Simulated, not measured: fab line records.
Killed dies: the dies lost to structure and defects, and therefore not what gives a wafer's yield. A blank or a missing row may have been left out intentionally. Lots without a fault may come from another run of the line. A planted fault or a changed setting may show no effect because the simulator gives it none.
Matching of chambers | flow n5-finfet | rie-si-05 running N5_DUMMY_GATE_ETCH_44: 4 sister chambers
The step etches poly-Si in HBr/O2, stops on SiO2, target depth 127.5 nm. 16 wafers are shown with their chamber, then 8 later ones without.

## EACH WAFER AND ITS CHAMBER
wafer  | chamber | throttle-valve-pct (%) | drypump-motor-current-A (A) | oes-product-au (a.u.)
L077.2 | 0       | 18.08                  | 6.1                         | 0.729
L077.5 | 0       | 18.08                  | 6.1                         | 0.740
L077.6 | 3       | 18.54                  | 6.2                         | 0.717
L080.2 | 1       | 18.05                  | 6.5                         | 0.733
L080.3 | 3       | 18.53                  | 6.2                         | 0.719
L080.4 | 2       | 18.20                  | 5.6                         | 0.757
L081.2 | 3       | 18.54                  | 6.1                         | 0.718
L081.4 | 1       | 18.06                  | 6.4                         | 0.719
L081.5 | 3       | 18.52                  | 6.1                         | 0.707
L084.2 | 1       | 18.06                  | 6.4                         | 0.720
L084.5 | 1       | 18.07                  | 6.4                         | 0.721
L084.6 | 2       | 18.20                  | 5.6                         | 0.758
L087.1 | 3       | 18.55                  | 6.2                         | 0.719
L087.3 | 1       | 18.04                  | 6.4                         | 0.716
L087.5 | 1       | 18.04                  | 6.4                         | 0.717
L088.1 | 1       | 18.06                  | 6.4                         | 0.716

SIGNATURES (means of the wafers above)
reading                 | chamber 0 | chamber 1 | chamber 2 | chamber 3 | scatter within a chamber
throttle-valve-pct      | 18.0800   | 18.0543   | 18.2000   | 18.5360   | 0.0104
drypump-motor-current-A | 6.100     | 6.414     | 5.600     | 6.160     | 0.0414
oes-product-au          | 0.73450   | 0.72029   | 0.75750   | 0.71600   | 0.0056
Rule: distance of a wafer from a chamber = root of the sum over the readings of ((wafer's reading minus chamber's mean) / reading's scatter) squared. If the next closest chamber is less than 2 further off than the closest, the wafer can't be placed; otherwise it belongs to the closest. The scatter is the square root of a quotient: the sum, over the shown wafers, of each reading's squared deviation from its chamber's mean, divided by wafers minus chambers.

## WAFERS WHOSE CHAMBER IS MISSING
wafer  | throttle-valve-pct (%) | drypump-motor-current-A (A) | oes-product-au (a.u.)
L088.2 | 18.53                  | 6.1                         | 0.724
L088.4 | 18.08                  | 6.1                         | 0.752
L094.2 | 18.05                  | 6.4                         | 0.715
L094.3 | 18.07                  | 6.1                         | 0.738
L094.4 | 18.53                  | 6.2                         | 0.714
L095.1 | 18.53                  | 6.1                         | 0.715
L095.4 | 18.08                  | 6.1                         | 0.729
L095.5 | 18.09                  | 6.1                         | 0.737

## WHICH CHAMBER EACH WENT THROUGH
wafer  | from the rows above | in truth
L088.2 | 3                   | 3
L088.4 | 0                   | 0
L094.2 | 1                   | 1
L094.3 | 0                   | 0
L094.4 | 3                   | 3
L095.1 | 3                   | 3
L095.4 | 0                   | 0
L095.5 | 0                   | 0
8 of 8 placed correctly. Not placeable from these rows: 0. Number placed wrongly: 0.
